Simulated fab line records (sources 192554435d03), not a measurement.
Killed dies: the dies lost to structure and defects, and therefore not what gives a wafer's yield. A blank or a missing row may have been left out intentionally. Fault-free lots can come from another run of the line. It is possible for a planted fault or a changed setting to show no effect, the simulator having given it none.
fab line records + flow n5-finfet
record:
- lots: 8
- wafers: 21
- last-day: 18
route steps=1938 shown BEOL_M9@1434 BEOL_M15@1830
lots with no fault: from the same line, run without faults
start-h: hours from the record's opening day to when the first of the lot's shown wafers began + wait-h: hours elapsed since this lot's preceding step + " repeats the value in the row above + L1.1+2: several wafers, shown together as one row + - no value, or no start was given + * or withheld: withheld + < > ~ a bound
route shown NAME@n: NAME is a module with steps in the file, n the number in the route of the first one + usual: mean/standard deviation of fault-free wafers + same: alike in all rows + chamber/n: place in a boat + sites: each site's reading + _std_site: standard deviation of those values + _edge_site: inner sites' mean taken away from outer sites' mean + radius-mm: for every site, how far away it sits from the centre of the wafer + mask NAME#n: copy n + behind: tool/chamber where the wafer was last shaped + hold: the reason the lot was held/the length of the hold in hours/how it ended + device: names the non-switching transistor (n, p or np) + end of line: the same wafers' tests at the end of the route + a step without rows: its recipe alone + killed: count of dies lost to structure and defects at first sort (not the wafer's yield) + map: per-die view of a wafer (x killed, . not killed, _ where there is no die)
set.NAME: the setting that was run; set.NAME@STEP: the one run at that earlier step + model.NAME: the simulator's own value behind a step, which no gauge read
route steps across a sampled set of lots; one table per step, one row per wafer
services: the hour from which a tool's chamber was out of use, counted from the record's first day as start-h (under 0 if before that day), plus the number of hours and why
== steps ==
step: N5_BEOL_M9_CD_MEAS_28
recipe:
- target-cd-nm: 70
- landing-energy-ev: 500
- detector: se-inlens
- polarity: opening
usual:
- cd-nm: 70.0/0.31
| lot.wafer | tool      | chamber | start-h | wait-h | cd-nm |
|-----------|-----------|---------|---------|--------|-------|
| L390.1    | cd-sem-02 | 0       | 228.37  | -      | 70.4  |
| L390.4    | "         | 0       | "       | "      | 70.8  |
| L390.5    | "         | 0       | "       | "      | 70.1  |
| L395.1    | cd-sem-02 | 0       | 254.77  | -      | 69.8  |
| L395.2    | "         | 0       | "       | "      | 70.0  |
| L395.5    | "         | 0       | "       | "      | 69.8  |
| L396.2    | cd-sem-01 | 0       | 257.41  | -      | 70.3  |
| L396.5    | "         | 0       | "       | "      | 70.2  |
| L398.1    | cd-sem-02 | 0       | 275.42  | -      | 70.2  |
| L398.2    | "         | 0       | "       | "      | 70.2  |
| L403.2    | cd-sem-01 | 0       | 296.57  | -      | 69.5  |
| L403.3    | "         | 0       | "       | "      | 70.3  |
| L403.6    | "         | 0       | "       | "      | 69.7  |
| L409.2    | cd-sem-03 | 0       | 326.05  | -      | 70.6  |
| L409.6    | "         | 0       | "       | "      | 70.0  |
| L412.1    | cd-sem-02 | 0       | 350.34  | -      | 70.3  |
| L412.2    | "         | 0       | "       | "      | 69.9  |
| L412.5    | "         | 0       | "       | "      | 70.1  |
| L413.1    | cd-sem-03 | 0       | 361.14  | -      | 70.2  |
| L413.2    | "         | 0       | "       | "      | 69.8  |
| L413.4    | "         | 0       | "       | "      | 69.7  |
step: N5_BEOL_M9_OVL_MEAS_29
recipe:
- points-per-wafer: 522
usual:
- V8_OVL: 0.2/0.67
| lot.wafer | tool       | chamber | start-h | wait-h | V8_OVL[nm] |
|-----------|------------|---------|---------|--------|------------|
| L390.1    | overlay-02 | 0       | 228.40  | 0.0    | -0.8       |
| L390.4    | "          | 0       | "       | "      | 0.6        |
| L390.5    | "          | 0       | "       | "      | -0.8       |
| L395.1    | overlay-01 | 0       | 254.80  | 0.0    | -0.5       |
| L395.2    | "          | 0       | "       | "      | -0.6       |
| L395.5    | "          | 0       | "       | "      | -0.6       |
| L396.2    | overlay-02 | 0       | 257.45  | 0.0    | 2.1        |
| L396.5    | "          | 0       | "       | "      | 1.4        |
| L398.1    | overlay-01 | 0       | 275.45  | 0.0    | -0.3       |
| L398.2    | "          | 0       | "       | "      | 0.4        |
| L403.2    | overlay-02 | 0       | 296.61  | 0.0    | -0.6       |
| L403.3    | "          | 0       | "       | "      | 0.1        |
| L403.6    | "          | 0       | "       | "      | 0.3        |
| L409.2    | overlay-01 | 0       | 326.08  | 0.0    | 0.8        |
| L409.6    | "          | 0       | "       | "      | 0.4        |
| L412.1    | overlay-01 | 0       | 350.38  | 0.0    | -0.3       |
| L412.2    | "          | 0       | "       | "      | -0.2       |
| L412.5    | "          | 0       | "       | "      | 1.0        |
| L413.1    | overlay-01 | 0       | 361.17  | 0.0    | 1.7        |
| L413.2    | "          | 0       | "       | "      | -0.4       |
| L413.4    | "          | 0       | "       | "      | 0.3        |
step: N5_BEOL_M9_TRENCH_ETCH_37
recipe:
- chemistry: C4F6/O2
- target-depth-a: 1514.3
- target: SiCOH_lowk
- time-s: 49
- ion-energy-ev: 250
- pressure-mtorr: 30
- source-w: 345
- bias-w: 185
- Ar_flow_sccm: 300
- C4F6_flow_sccm: 10
- O2_flow_sccm: 10
usual:
- C4F6_flow_sccm: 10.002/0.028
- drypump-motor-current-A: 5.7/0.32
- oes-product-au: 0.77/0.069
- rf-vpp-V: 672/19
- showerhead-plenum-p-Torr: 2.85/0.1
- throttle-valve-pct: 20.96/0.27
same:
- time-s: 49
| lot.wafer | tool        | chamber | start-h | wait-h | C4F6_flow_sccm | drypump-motor-current-A | oes-product-au | rf-hours-counter-h | rf-vpp-V | showerhead-plenum-p-Torr | throttle-valve-pct |
|-----------|-------------|---------|---------|--------|----------------|-------------------------|----------------|--------------------|----------|--------------------------|--------------------|
| L390.1    | rie-diel-01 | 1       | 229.04  | -      | 9.986          | 5.9                     | 0.73           | 206                | 676      | 2.73                     | 21.18              |
| L390.4    | "           | 3       | "       | "      | 10.081         | 5.7                     | 0.75           | 153                | 651      | 2.74                     | 21.12              |
| L390.5    | "           | 1       | "       | "      | 9.992          | 5.9                     | 0.73           | -                  | 675      | 2.73                     | 21.17              |
| L395.1    | rie-diel-01 | 3       | 255.18  | -      | 9.983          | 5.7                     | 0.74           | 161                | 651      | 2.73                     | 21.13              |
| L395.2    | "           | 0       | "       | "      | 9.995          | 5.8                     | 0.81           | 73                 | 698      | 2.90                     | 20.74              |
| L395.5    | "           | 1       | "       | "      | 10.000         | 5.9                     | 0.72           | -                  | 676      | 2.72                     | 21.19              |
| L396.2    | rie-diel-01 | 2       | 257.95  | -      | 10.031         | 6.2                     | 0.73           | 199                | 664      | 2.96                     | 21.06              |
| L396.5    | "           | 1       | "       | "      | 9.951          | 5.9                     | 0.67           | -                  | 676      | 2.72                     | 21.18              |
| L398.1    | rie-diel-01 | 3       | 275.83  | -      | 9.996          | 5.7                     | 0.67           | 167                | 650      | 2.73                     | 21.14              |
| L398.2    | "           | 1       | "       | "      | 10.009         | 5.9                     | 0.71           | 221                | 677      | 2.72                     | 21.19              |
| L403.2    | rie-diel-04 | 2       | 296.97  | -      | 10.025         | 6.0                     | 0.67           | 250                | 653      | 2.68                     | 20.96              |
| L403.3    | "           | 1       | "       | "      | 10.006         | 5.7                     | 0.83           | 97                 | 674      | 2.76                     | 20.72              |
| L403.6    | "           | 2       | "       | "      | 10.034         | 6.0                     | 0.67           | -                  | 654      | 2.68                     | 20.97              |
| L409.2    | rie-diel-04 | 0       | 326.45  | -      | 10.012         | 5.7                     | 0.74           | 150                | 633      | 2.82                     | 20.90              |
| L409.6    | "           | 1       | "       | "      | 9.981          | 5.7                     | 0.81           | -                  | 672      | 2.76                     | 20.75              |
| L412.1    | rie-diel-01 | 3       | 350.75  | -      | 9.937          | 5.7                     | 0.72           | 190                | 651      | 2.72                     | 21.19              |
| L412.2    | "           | 2       | "       | "      | 10.019         | 6.4                     | 0.71           | 225                | 664      | 2.95                     | 21.11              |
| L412.5    | "           | 3       | "       | "      | 9.961          | 5.7                     | 0.72           | -                  | 652      | 2.72                     | 21.18              |
| L413.1    | rie-diel-04 | 2       | 361.55  | -      | 9.983          | 6.0                     | 0.94           | 12                 | 663      | 3.01                     | 20.66              |
| L413.2    | "           | 1       | "       | "      | 10.023         | 5.7                     | 0.80           | 121                | 673      | 2.75                     | 20.76              |
| L413.4    | "           | 3       | "       | "      | 9.977          | 5.0                     | 0.73           | 180                | 690      | 2.81                     | 20.51              |
step: N5_BEOL_M9_OCD_MEAS_38
usual:
- trench-depth-nm: 151/3.1
| lot.wafer | tool   | chamber | start-h | wait-h | trench-depth-nm |
|-----------|--------|---------|---------|--------|-----------------|
| L390.1    | ocd-01 | -       | 229.22  | -      | 158             |
| L390.4    | "      | -       | "       | "      | 149             |
| L390.5    | "      | -       | "       | "      | 156             |
| L395.1    | ocd-02 | -       | 255.35  | -      | 146             |
| L395.2    | "      | -       | "       | "      | 147             |
| L395.5    | "      | -       | "       | "      | 156             |
| L396.2    | ocd-01 | -       | 258.13  | -      | 155             |
| L396.5    | "      | -       | "       | "      | 137             |
| L398.1    | ocd-01 | -       | 276.00  | -      | 128             |
| L398.2    | "      | -       | "       | "      | 154             |
| L403.2    | ocd-01 | -       | 297.15  | -      | 147             |
| L403.3    | "      | -       | "       | "      | 153             |
| L403.6    | "      | -       | "       | "      | 148             |
| L409.2    | ocd-01 | -       | 326.62  | -      | 149             |
| L409.6    | "      | -       | "       | "      | 153             |
| L412.1    | ocd-01 | -       | 350.93  | -      | 147             |
| L412.2    | "      | -       | "       | "      | 155             |
| L412.5    | "      | -       | "       | "      | 149             |
| L413.1    | ocd-02 | -       | 361.72  | -      | 152             |
| L413.2    | "      | -       | "       | "      | 154             |
| L413.4    | "      | -       | "       | "      | 150             |
step: N5_BEOL_M9_CD_MEAS_35
recipe:
- target-cd-nm: 70
- target-cd-y-nm: 40
- polarity: opening
usual:
- cd-nm: 70.0/0.72
| lot.wafer | tool      | chamber | start-h | wait-h | cd-nm |
|-----------|-----------|---------|---------|--------|-------|
| L390.1    | cd-sem-02 | -       | 229.37  | 0.0    | 69.4  |
| L390.4    | "         | -       | "       | "      | 69.5  |
| L390.5    | "         | -       | "       | "      | 68.7  |
| L395.1    | cd-sem-03 | -       | 255.51  | 0.0    | 69.6  |
| L395.2    | "         | -       | "       | "      | 68.3  |
| L395.5    | "         | -       | "       | "      | 70.1  |
| L396.2    | cd-sem-01 | -       | 258.28  | 0.0    | 70.8  |
| L396.5    | "         | -       | "       | "      | 68.9  |
| L398.1    | cd-sem-03 | -       | 276.15  | 0.0    | 68.3  |
| L398.2    | "         | -       | "       | "      | 69.1  |
| L403.2    | cd-sem-03 | -       | 297.30  | 0.0    | 70.3  |
| L403.3    | "         | -       | "       | "      | 68.6  |
| L403.6    | "         | -       | "       | "      | 70.6  |
| L409.2    | cd-sem-01 | -       | 326.78  | 0.0    | 69.5  |
| L409.6    | "         | -       | "       | "      | 70.1  |
| L412.1    | cd-sem-03 | -       | 351.08  | 0.0    | 69.6  |
| L412.2    | "         | -       | "       | "      | 69.4  |
| L412.5    | "         | -       | "       | "      | 70.0  |
| L413.1    | cd-sem-02 | -       | 361.87  | 0.0    | 71.5  |
| L413.2    | "         | -       | "       | "      | 69.8  |
| L413.4    | "         | -       | "       | "      | 70.7  |
step: N5_BEOL_M9_THK_MEAS_53
recipe:
- thk-meas-gauge: xrf
- reads: Cu_of_BEOL_M9_ECD_50
usual:
- M9_THK: 141/3.6
| lot.wafer | tool          | chamber | start-h | wait-h | M9_THK[nm] |
|-----------|---------------|---------|---------|--------|------------|
| L390.1    | film-metro-02 | -       | 232.16  | -      | 145        |
| L390.4    | "             | -       | "       | "      | 134        |
| L390.5    | "             | -       | "       | "      | 142        |
| L395.1    | film-metro-01 | -       | 257.60  | -      | 136        |
| L395.2    | "             | -       | "       | "      | 133        |
| L395.5    | "             | -       | "       | "      | 147        |
| L396.2    | film-metro-01 | -       | 262.71  | -      | 147        |
| L396.5    | "             | -       | "       | "      | 126        |
| L398.1    | film-metro-01 | -       | 278.23  | -      | 122        |
| L398.2    | "             | -       | "       | "      | 144        |
| L403.2    | film-metro-02 | -       | 299.91  | -      | 135        |
| L403.3    | "             | -       | "       | "      | 141        |
| L403.6    | "             | -       | "       | "      | 136        |
| L409.2    | film-metro-01 | -       | 329.54  | -      | 138        |
| L409.6    | "             | -       | "       | "      | 147        |
| L412.1    | film-metro-01 | -       | 354.45  | -      | 134        |
| L412.2    | "             | -       | "       | "      | 143        |
| L412.5    | "             | -       | "       | "      | 137        |
| L413.1    | film-metro-02 | -       | 363.98  | -      | 140        |
| L413.2    | "             | -       | "       | "      | 141        |
| L413.4    | "             | -       | "       | "      | 136        |
step: N5_BEOL_M9_RS_MEAS_57
recipe:
- thk-meas-gauge: four-point-probe
- reads: Cu_of_BEOL_M9_ECD_50+Co_of_BEOL_M9_CVD_78+TaN_of_BEOL_M9_ALD_74
usual:
- M9_RS: 0.150/0.004
| lot.wafer | tool          | chamber | start-h | wait-h | M9_RS[ohm/sq] |
|-----------|---------------|---------|---------|--------|---------------|
| L390.1    | film-metro-01 | -       | 232.30  | 0.1    | 0.141         |
| L390.4    | "             | -       | "       | "      | 0.154         |
| L390.5    | "             | -       | "       | "      | 0.145         |
| L395.1    | film-metro-02 | -       | 257.77  | 0.1    | 0.155         |
| L395.2    | "             | -       | "       | "      | 0.158         |
| L395.5    | "             | -       | "       | "      | 0.143         |
| L396.2    | film-metro-02 | -       | 262.84  | 0.1    | 0.143         |
| L396.5    | "             | -       | "       | "      | 0.169         |
| L398.1    | film-metro-01 | -       | 278.37  | 0.1    | 0.176         |
| L398.2    | "             | -       | "       | "      | 0.146         |
| L403.2    | film-metro-02 | -       | 300.04  | 0.1    | 0.156         |
| L403.3    | "             | -       | "       | "      | 0.148         |
| L403.6    | "             | -       | "       | "      | 0.155         |
| L409.2    | film-metro-02 | -       | 329.68  | 0.1    | 0.154         |
| L409.6    | "             | -       | "       | "      | 0.144         |
| L412.1    | film-metro-01 | -       | 354.59  | 0.1    | 0.157         |
| L412.2    | "             | -       | "       | "      | 0.146         |
| L412.5    | "             | -       | "       | "      | 0.153         |
| L413.1    | film-metro-02 | -       | 364.12  | 0.1    | 0.149         |
| L413.2    | "             | -       | "       | "      | 0.148         |
| L413.4    | "             | -       | "       | "      | 0.152         |
step: N5_BEOL_M15_RC_MEAS_101
usual:
- COMB_M10: 1.4e-11/3e-12
- COMB_M10_max_site: 2e-11/5e-12
- COMB_M11: 1.4e-11/3.2e-12
- COMB_M12: 5.9e-12/1.3e-12
- COMB_M13: 4.3e-12/9.3e-13
- COMB_M14: 3e-12/8.4e-13
- COMB_M15: 1.9e-12/4.9e-13
- COMB_M5: 3.6e-11/7.2e-12
- COMB_M6: 2.6e-11/5.2e-12
- COMB_M7: 2.5e-11/6e-12
- COMB_M8: 2.5e-11/5.2e-12
- COMB_M9: 1.41e-11/2.9e-12
- SERP_M10: 3.01/0.1
- SERP_M11: 3.07/0.091
- SERP_M12: 0.625/0.023
- SERP_M13: 0.312/0.007
- SERP_M14: 0.163/0.0063
- SERP_M5: 37.9/2.3
- SERP_M6: 14.1/0.83
- SERP_M6_max_site: 14.7/0.83
- SERP_M7: 13.8/0.65
- SERP_M8: 13.6/0.69
- SERP_M8_max_site: 14.2/0.75
- SERP_M9: 3.05/0.1
- SERP_M9_max_site: 3.14/0.11
| lot.wafer | tool      | chamber | start-h | wait-h | COMB_M10[S/m] | COMB_M10_max_site[S/m] | COMB_M11[S/m] | COMB_M12[S/m] | COMB_M13[S/m] | COMB_M14[S/m] | COMB_M15[S/m] | COMB_M5[S/m] | COMB_M6[S/m] | COMB_M7[S/m] | COMB_M8[S/m] | COMB_M9[S/m] | SERP_M10[ohm/um] | SERP_M11[ohm/um] | SERP_M12[ohm/um] | SERP_M13[ohm/um] | SERP_M14[ohm/um] | SERP_M5[ohm/um] | SERP_M6[ohm/um] | SERP_M6_max_site[ohm/um] | SERP_M7[ohm/um] | SERP_M8[ohm/um] | SERP_M8_max_site[ohm/um] | SERP_M9[ohm/um] | SERP_M9_max_site[ohm/um] |
|-----------|-----------|---------|---------|--------|---------------|------------------------|---------------|---------------|---------------|---------------|---------------|--------------|--------------|--------------|--------------|--------------|------------------|------------------|------------------|------------------|------------------|-----------------|-----------------|--------------------------|-----------------|-----------------|--------------------------|-----------------|--------------------------|
| L390.1    | prober-01 | 0       | 284.89  | 0.0    | 1.8e-11       | 3.2e-11                | 1.3e-11       | 4.2e-12       | 4.7e-12       | 4.8e-12       | 1.9e-12       | 4.3e-11      | 2.9e-11      | 2.9e-11      | 1.8e-11      | 1.42e-11     | 3.02             | 3.08             | 0.643            | 0.316            | 0.164            | 42.0            | 13.5            | 13.9                     | 13.7            | 13.0            | 13.7                     | 2.89            | 2.97                     |
| L390.4    | "         | 0       | "       | "      | 1.6e-11       | 3.1e-11                | 9e-12         | 6.1e-12       | 4.2e-12       | 2.7e-12       | 1.7e-12       | 4.4e-11      | 2e-11        | 2.8e-11      | 2.3e-11      | 1.36e-11     | 3.07             | 2.91             | 0.626            | 0.302            | 0.163            | 40.5            | 14.2            | 14.4                     | 13.9            | 13.8            | 14.4                     | 3.15            | 3.23                     |
| L390.5    | "         | 0       | "       | "      | 8e-12         | 1.5e-11                | 1.2e-11       | 4e-12         | 4.6e-12       | 4.1e-12       | 1.7e-12       | 3.4e-11      | 3e-11        | 2.8e-11      | 2e-11        | 1.3e-11      | 3.09             | 3.09             | 0.608            | 0.313            | 0.172            | 39.8            | 13.5            | 14.2                     | 13.9            | 13.2            | 13.5                     | 3.01            | 3.07                     |
| L395.1    | prober-02 | 0       | 303.06  | 0.0    | 1.8e-11       | 2.6e-11                | 1.5e-11       | 7.4e-12       | 2.6e-12       | 3.6e-12       | 2.7e-12       | 2.5e-11      | 2.4e-11      | 3.7e-11      | 2.8e-11      | 1.58e-11     | 2.96             | 3.06             | 0.591            | 0.319            | 0.160            | 39.0            | 13.5            | 13.9                     | 14.5            | 13.0            | 13.5                     | 3.15            | 3.28                     |
| L395.2    | "         | 0       | "       | "      | 1.7e-11       | 2.7e-11                | 1.4e-11       | 7.9e-12       | 4.7e-12       | 3.2e-12       | 2.8e-12       | 2.8e-11      | 1.8e-11      | 3e-11        | 2.4e-11      | 1.39e-11     | 3.04             | 2.97             | 0.632            | 0.320            | 0.154            | 32.3            | 15.1            | 15.5                     | 14.6            | 13.4            | 13.5                     | 3.32            | 3.38                     |
| L395.5    | "         | 0       | "       | "      | 1.4e-11       | 2.5e-11                | 1.5e-11       | 7e-12         | 4.9e-12       | 3.1e-12       | 2.2e-12       | 2.7e-11      | 3.5e-11      | 3e-11        | 2.2e-11      | 1e-11        | 3.10             | 3.07             | 0.648            | 0.327            | 0.162            | 35.3            | 14.1            | 14.8                     | 15.0            | 14.1            | 14.9                     | 2.87            | 3.04                     |
| L396.2    | prober-01 | 0       | 307.83  | 0.2    | 1.1e-11       | 1.5e-11                | 1.6e-11       | 6.4e-12       | 5.7e-12       | 1.9e-12       | 1.3e-12       | 2.8e-11      | 2.1e-11      | 2.5e-11      | 2.2e-11      | 1.4e-11      | 3.12             | 3.17             | 0.615            | 0.308            | 0.161            | 42.5            | 13.6            | 13.8                     | 14.0            | 12.3            | 12.7                     | 2.84            | 3.00                     |
| L396.5    | "         | 0       | "       | "      | 1.1e-11       | 1.8e-11                | 1.5e-11       | 5.8e-12       | 4.9e-12       | 1.6e-12       | 1.8e-12       | 4.4e-11      | 2.4e-11      | 2.3e-11      | 2.6e-11      | 1.74e-11     | 2.89             | 3.04             | 0.627            | 0.323            | 0.167            | 36.2            | 14.0            | 14.4                     | 13.8            | 14.1            | 14.4                     | 3.45            | 3.72                     |
| L398.1    | prober-01 | 0       | 320.90  | 0.3    | 1.9e-11       | 2.7e-11                | 1.7e-11       | 6.4e-12       | 4e-12         | 3e-12         | 2e-12         | 3e-11        | 2e-11        | 2.9e-11      | 2.4e-11      | 1.44e-11     | 3.10             | 3.18             | 0.636            | 0.318            | 0.155            | 37.3            | 15.4            | 16.1                     | 13.5            | 13.5            | 13.8                     | 3.65            | 3.72                     |
| L398.2    | "         | 0       | "       | "      | 1.1e-11       | 1.9e-11                | 9e-12         | 5.7e-12       | 5.3e-12       | 2.6e-12       | 1.7e-12       | 3.1e-11      | 2e-11        | 3.1e-11      | 2.8e-11      | 1.83e-11     | 3.01             | 3.11             | 0.637            | 0.328            | 0.166            | 37.2            | 15.4            | 16.4                     | 12.7            | 13.0            | 13.4                     | 3.02            | 3.16                     |
| L403.2    | prober-01 | 0       | 346.47  | 0.2    | 1.3e-11       | 2.3e-11                | 1.4e-11       | 5e-12         | 4.3e-12       | 2.9e-12       | 2e-12         | 3.4e-11      | 3.3e-11      | 1.5e-11      | 2e-11        | 9.3e-12      | 2.98             | 3.10             | 0.634            | 0.325            | 0.158            | 38.9            | 12.9            | 13.8                     | 14.3            | 14.3            | 14.7                     | 3.13            | 3.26                     |
| L403.3    | "         | 0       | "       | "      | 7e-12         | 1e-11                  | 1.4e-11       | 5.4e-12       | 4.9e-12       | 4e-12         | 1.5e-12       | 4e-11        | 3.3e-11      | 2.3e-11      | 2.7e-11      | 8.9e-12      | 2.95             | 3.05             | 0.633            | 0.305            | 0.169            | 39.4            | 14.0            | 14.5                     | 13.5            | 14.2            | 15.5                     | 3.08            | 3.12                     |
| L403.6    | "         | 0       | "       | "      | 1e-11         | 1.6e-11                | 1.2e-11       | 5.8e-12       | 5.1e-12       | 2.2e-12       | 1.9e-12       | 3.7e-11      | 2.5e-11      | 2.6e-11      | 2.5e-11      | 1.18e-11     | 3.03             | 3.18             | 0.654            | 0.310            | 0.166            | 39.6            | 13.6            | 14.3                     | 12.9            | 13.1            | 14.3                     | 3.13            | 3.19                     |
| L409.2    | prober-01 | 0       | 376.23  | 0.2    | 1.6e-11       | 2.6e-11                | 1.2e-11       | 7.1e-12       | 3.4e-12       | 3.4e-12       | 1.2e-12       | 5.1e-11      | 2.4e-11      | 1.9e-11      | 2.3e-11      | 2.14e-11     | 2.89             | 3.17             | 0.614            | 0.318            | 0.162            | 39.3            | 13.6            | 14.7                     | 13.5            | 13.1            | 13.5                     | 3.10            | 3.34                     |
| L409.6    | "         | 0       | "       | "      | 2e-11         | 3e-11                  | 1.4e-11       | 4.3e-12       | 3.2e-12       | 2.3e-12       | 2.4e-12       | 3.4e-11      | 1.6e-11      | 2.2e-11      | 2.5e-11      | 9.4e-12      | 3.00             | 3.11             | 0.602            | 0.320            | 0.160            | 40.2            | 14.2            | 15.0                     | 13.5            | 14.4            | 15.3                     | 2.92            | 2.98                     |
| L412.1    | prober-01 | 0       | 399.93  | 0.0    | 1.3e-11       | 1.8e-11                | 1.7e-11       | 6.5e-12       | 3.8e-12       | 2.4e-12       | 1.6e-12       | 4.9e-11      | 2.7e-11      | 2.3e-11      | 2.3e-11      | 1.18e-11     | 3.04             | 2.92             | 0.651            | 0.310            | 0.173            | 37.5            | 12.7            | 13.2                     | 13.2            | 13.5            | 13.9                     | 3.22            | 3.30                     |
| L412.2    | "         | 0       | "       | "      | 1.1e-11       | 1.7e-11                | 1.6e-11       | 5.3e-12       | 4.1e-12       | 2.9e-12       | 2.2e-12       | 3.7e-11      | 3.7e-11      | 2.4e-11      | 2.3e-11      | 1.41e-11     | 2.96             | 2.98             | 0.634            | 0.323            | 0.155            | 38.3            | 14.4            | 14.9                     | 13.1            | 14.1            | 14.4                     | 2.97            | 3.06                     |
| L412.5    | "         | 0       | "       | "      | 1.2e-11       | 1.6e-11                | 1.5e-11       | 4.9e-12       | 4e-12         | 2.4e-12       | 2.4e-12       | 3.3e-11      | 3.3e-11      | 2.2e-11      | 2.1e-11      | 1.27e-11     | 2.97             | 3.03             | 0.609            | 0.309            | 0.163            | 36.6            | 13.9            | 14.7                     | 13.2            | 14.6            | 15.0                     | 3.16            | 3.26                     |
| L413.1    | prober-01 | 0       | 406.48  | 0.0    | 1.6e-11       | 2.3e-11                | 1.6e-11       | 7.3e-12       | 4.3e-12       | 2.4e-12       | 1.7e-12       | 4.1e-11      | 2.4e-11      | 2.5e-11      | 2e-11        | 1.76e-11     | 2.90             | 3.17             | 0.651            | 0.301            | 0.158            | 38.1            | 14.8            | 15.3                     | 13.9            | 13.4            | 14.1                     | 2.97            | 3.05                     |
| L413.2    | "         | 0       | "       | "      | 1.4e-11       | 2.1e-11                | 1.6e-11       | 7.4e-12       | 4.1e-12       | 2.2e-12       | 1.3e-12       | 3.1e-11      | 2.9e-11      | 2.4e-11      | 2.2e-11      | 1.91e-11     | 3.03             | 3.03             | 0.627            | 0.313            | 0.164            | 33.6            | 13.4            | 14.3                     | 13.8            | 12.9            | 13.6                     | 3.03            | 3.05                     |
| L413.4    | "         | 0       | "       | "      | 1.7e-11       | 3.2e-11                | 1.9e-11       | 4.8e-12       | 4.1e-12       | 2.7e-12       | 2.5e-12       | 3.1e-11      | 2.7e-11      | 3.2e-11      | 2.2e-11      | 1.58e-11     | 3.02             | 3.10             | 0.628            | 0.302            | 0.163            | 36.2            | 14.8            | 15.7                     | 14.0            | 13.5            | 14.6                     | 3.06            | 3.21                     |
sites SERP_M9 radius-mm=0,75,75,75,75,140,140,140,140
L390.1 2.78 2.89 2.81 2.80 2.86 2.96 2.96 2.92 2.97
L395.1 3.28 3.22 3.15 3.13 3.25 3.14 3.12 3.14 3.18
L396.2 2.74 2.82 2.84 2.82 2.82 3.00 2.94 2.98 2.92
L398.1 3.68 3.72 3.62 3.69 3.69 3.65 3.57 3.50 3.59
L403.2 3.26 3.13 3.21 3.24 3.15 3.01 3.05 3.04 3.03
L409.2 2.92 3.10 3.09 3.09 3.06 3.29 3.31 3.29 3.34
L412.1 3.30 3.28 3.26 3.22 3.27 3.12 3.15 3.12 3.21
L413.1 2.98 3.02 2.96 2.97 2.91 2.99 2.92 3.05 2.89
== services ==
| tool        | chamber | start-h | hours | kind                          |
|-------------|---------|---------|-------|-------------------------------|
| rie-diel-01 | -       | 207.15  | 2.3   | repair                        |
| rie-diel-01 | -       | 229.78  | 2.5   | repair                        |
| rie-diel-04 | 0       | 289.58  | 7.4   | repair                        |
| rie-diel-04 | 2       | 306.17  | 5.3   | repair                        |
| rie-diel-04 | 2       | 311.66  | -     | clean                         |
| rie-diel-04 | 2       | 311.66  | -     | consumable-replace:focus-ring |
| rie-diel-04 | 2       | 311.66  | -     | consumable-replace:showerhead |
| rie-diel-04 | 2       | 311.66  | 12.8  | scheduled-down                |
| rie-diel-04 | 2       | 311.66  | 12.8  | vent-cycle                    |
| rie-diel-04 | 0       | 344.79  | 4.5   | repair                        |
| rie-diel-01 | 3       | 352.67  | 2.8   | repair                        |
== key ==
first-sign:
- step: N5_BEOL_M9_OCD_MEAS_38
- reading: trench-depth-nm
- direction: down
- sigmas: 5.9
- usual: 151
- struck: 132
effect:
- step: N5_BEOL_M9_THK_MEAS_53
- reading: M9_THK
- direction: down
- sigmas: 4.6
- usual: 141
- struck: 124
effect:
- step: N5_BEOL_M9_RS_MEAS_57
- reading: M9_RS
- direction: up
- sigmas: 5.7
- usual: 0.150
- struck: 0.173
effect:
- step: N5_BEOL_M15_RC_MEAS_101
- reading: SERP_M9
- direction: up
- sigmas: 4.9
- usual: 3.05
- struck: 3.55
met-at N5_BEOL_M9_TRENCH_ETCH_37
struck-lots L396,L398
struck-wafers L396.5,L398.1
not-acting-at N5_BEOL_M9_CD_MEAS_28,N5_BEOL_M9_OVL_MEAS_29,N5_BEOL_M9_CD_MEAS_35
onset-between 255.18 257.95
fault:
- kind: process-parameter-drift
- tool: rie-diel-01
- chamber: -
- onset-h: 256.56
- steps: N5_BEOL_M9_TRENCH_ETCH_37
- channel: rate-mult
- offset: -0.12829
- shape: step
- end-h: 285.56
- scope: struck-wafers-only
